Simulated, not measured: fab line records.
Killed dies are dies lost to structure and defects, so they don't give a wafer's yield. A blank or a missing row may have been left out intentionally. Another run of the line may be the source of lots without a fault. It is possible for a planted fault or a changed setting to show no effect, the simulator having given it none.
Struck lot and sound lot, side by side | flow nandHarc | 18 steps out of a route of 1302
Sound: these wafers, L130.2, L130.3, L130.5. Struck: wafers L142.1, L142.3, L142.6. The cause is given at the end.
For every step that has rows: the tool of each side, followed by ch and its chambers, followed by its first start. Under that, the readings that differ: sound wafers | struck wafers | difference of the means | sigmas: that difference in standard deviations of wafers without a fault.
alike: a reading whose means differ by less than 2 such deviations, as well as words and numbers matching on both sides. not compared: withheld readings; readings where some wafer has no value; bounds like >300 that might hide an equal value; numbers whose values overlap and for which the record gives no deviation.
A row with sigmas, a row that says differs or no value, or rows on one side alone: a step with any of these is where the two part. Non-overlapping numbers with no deviation appear without sigmas and do not part them. A reading missing from all wafers of one side parts the sides only when that side holds two or more wafers.

first, 1 step without rows for these wafers: NHARC_P_ZERO_WELL_HARDBAKE_12 (time 65 s).
NHARC_P_ZERO_WELL_DESCUM_13: chemistry O2, time 3 s.
  sound on rieDiel-05 ch 0,1,2, day 4 09:24; struck on rieDiel-07 ch 0,3, day 8 23:24
  alike: drypumpMotorCurrentA, oesProductAu, rfVppV, showerheadPlenumPTorr, throttleValvePct
  not compared: rfHoursCounterH
NHARC_P_ZERO_WELL_ETCH_65: etches the open film in N2/H2, target depth 80 nm, overetch 24 nm, time 87.88 s.
  sound on rieDiel-05 ch 0,1,2, day 4 09:29; struck on rieDiel-07 ch 0,1,3, day 8 23:29
reading    | sound       | struck      | difference | sigmas
rfVppV (V) | 434 436 434 | 432 426 427 | -6         | -2
  alike: drypumpMotorCurrentA, oesProductAu, showerheadPlenumPTorr, throttleValvePct
  not compared: rfHoursCounterH
NHARC_P_ZERO_WELL_ETCH_62: etches the open film in CHF3/Ar, target depth 13 nm, time 6.5 s.
  sound: rieDiel-05 ch 2,3; struck: rieDiel-07 ch 1,2
  alike: drypumpMotorCurrentA, oesProductAu, rfVppV, showerheadPlenumPTorr, throttleValvePct
  not compared: rfHoursCounterH
NHARC_P_ZERO_WELL_ETCH_63: etches the open film in HBr/Cl2, target depth 120 nm, time 40.1 s.
  sound on rieSi-06 ch 0,2, day 4 09:39; struck on rieSi-04 ch 0,2, day 8 23:40
  alike: drypumpMotorCurrentA, heBacksideLeakSccm, oesProductAu, throttleValvePct
  not compared: rfHoursCounterH
then, 7 steps without rows for these wafers: NHARC_P_ZERO_WELL_STRIP_15 (strips in SPM, time 900 s); NHARC_P_ZERO_WELL_DEHYDRATE_16 (time 120 s); NHARC_P_ZERO_WELL_HMDS_17 (time 30 s); NHARC_P_ZERO_WELL_COAT_18; NHARC_P_ZERO_WELL_SOFTBAKE_19 (time 95 s); NHARC_P_ZERO_WELL_EBR_20; NHARC_P_ZERO_WELL_EXPOSE_21 (exposes mask P NWELL, target cd 720 nm).
NHARC_P_ZERO_WELL_PEB_22: peb time 85 s.
  sound on lithoTrack-02 ch 0, day 4 10:31; struck on lithoTrack-05 ch 0, day 9 00:31
reading               | sound                | struck               | difference | sigmas
heaterPowerTotalW (W) | 163.65 163.74 164.05 | 156.89 157.14 157.33 | -6.69      | -24
plateTempC (C)        | 118.07 117.96 118.15 | 114.08 114.28 114.23 | -3.86      | -35
then, 1 step without rows for these wafers: NHARC_P_ZERO_WELL_DEVELOP_23 (time 70 s).
NHARC_P_ZERO_WELL_CD_MEAS_24: target cd 720 nm.
  sound on cdSem-01 ch 0, day 4 10:36; struck on cdSem-03 ch 0, day 9 00:36
reading   | sound             | struck            | difference | sigmas
cdNm (nm) | 719.8 720.9 721.1 | 711.0 712.1 712.0 | -8.9       | -7
then, 1 step without rows for these wafers: NHARC_P_ZERO_WELL_HARDBAKE_25 (time 80 s).
NHARC_P_ZERO_WELL_DESCUM_26: chemistry O2, time 3 s.
  sound on rieDiel-13 ch 0,2,3, day 4 10:46; struck on rieDiel-07 ch 0,1, day 9 00:46
reading                     | sound           | struck            | difference | sigmas
model.P_ZERO_WELL.cdNm (nm) | 720 720.9 720.7 | 711.1 712.7 712.2 | -8.5       | 
  alike: drypumpMotorCurrentA, oesProductAu, rfVppV, showerheadPlenumPTorr, throttleValvePct
  not compared: rfHoursCounterH
next, for these wafers, 1 step has no rows: NHARC_P_ZERO_WELL_IMPLANT_27.

== WHERE THEY PART ==
Last at NHARC_P_ZERO_WELL_CD_MEAS_24 as far as this record goes, first at NHARC_P_ZERO_WELL_ETCH_65. Later steps at which nothing parts them and some readings are alike: NHARC_P_ZERO_WELL_DESCUM_26.

WHY: the cause the simulator had injected
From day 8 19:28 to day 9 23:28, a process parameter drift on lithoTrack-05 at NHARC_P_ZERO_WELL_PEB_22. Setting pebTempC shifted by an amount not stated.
